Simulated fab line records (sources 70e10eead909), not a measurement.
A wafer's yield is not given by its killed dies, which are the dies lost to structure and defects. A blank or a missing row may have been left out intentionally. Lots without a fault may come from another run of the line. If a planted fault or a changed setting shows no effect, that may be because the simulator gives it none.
Chamber matching    flow nand harc    NHARC_A_M1_PRE_CLEAN_32 on pecvd-01: 3 sister chambers
The step time 12 s. 27 wafers are shown with their chamber, then 12 later ones without.

## WAFERS PAIRED WITH THEIR CHAMBERS
wafer   chamber  heater power w (W)  susceptor temp C (C)
L074.1  0        746                 369.72
L074.2  2        565                 369.83
L074.5  2        568                 369.82
L076.2  2        520                 369.71
L076.4  0        678                 369.98
L076.5  2        530                 370.20
L077.1  1        839                 369.86
L077.2  0        707                 369.92
L077.3  2        545                 370.08
L077.4  2        538                 369.75
L077.5  0        703                 370.23
L077.6  1        857                 369.73
L078.1  1        782                 369.71
L078.2  2        549                 369.78
L078.5  1        798                 370.21
L080.1  0        660                 370.30
L080.3  2        566                 369.78
L080.5  0        694                 370.02
L081.3  2        612                 370.23
L081.4  1        842                 369.82
L081.6  0        625                 369.97
L082.2  0        713                 369.96
L082.4  0        705                 370.20
L082.6  2        575                 370.13
L086.1  1        850                 370.24
L086.2  0        636                 370.03
L086.5  1        859                 369.87

SIGNATURES, as means of the wafers listed above
reading           chamber 0  chamber 1  chamber 2  scatter within a chamber
heater power w    686.70     832.43     556.80     31.8
susceptor temp C  370.0330   369.9200   369.9310   0.195
Rule: for a wafer and a chamber, the distance is found by dividing, reading by reading, the gap between the wafer's reading and the chamber's mean by the reading's scatter, squaring, summing and taking the root. The wafer belongs to the nearest chamber; if the next one is less than 2 further off, it can't be placed. The scatter: the root of (the sum of the squares of (reading less its chamber's mean) over the shown wafers, divided by (wafers less chambers)).

## WAFERS MISSING THEIR CHAMBER
wafer   heater power w (W)  susceptor temp C (C)
L091.1  766                 369.87
L091.5  819                 369.95
L091.6  753                 369.67
L089.2  730                 369.84
L089.3  878                 369.93
L089.5  903                 369.90
L094.2  877                 370.26
L094.4  629                 369.66
L094.5  763                 369.77
L096.1  822                 370.36
L096.3  762                 369.33
L096.6  808                 370.05

## WHICH CHAMBER EACH WENT THROUGH
wafer   from the rows above      in truth
L091.1  can't be placed: 1 or 0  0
L091.5  1                        1
L091.6  can't be placed: 0 or 1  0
L089.2  can't be placed: 0 or 1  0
L089.3  1                        1
L089.5  1                        1
L094.2  1                        1
L094.4  can't be placed: 0 or 2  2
L094.5  can't be placed: 1 or 0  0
L096.1  1                        1
L096.3  can't be placed: 1 or 0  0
L096.6  1                        1
Placed correctly: 6 of 12. From these rows, 6 cannot be placed; in 6 the true chamber is one of the candidates. Wrongly placed: 0.
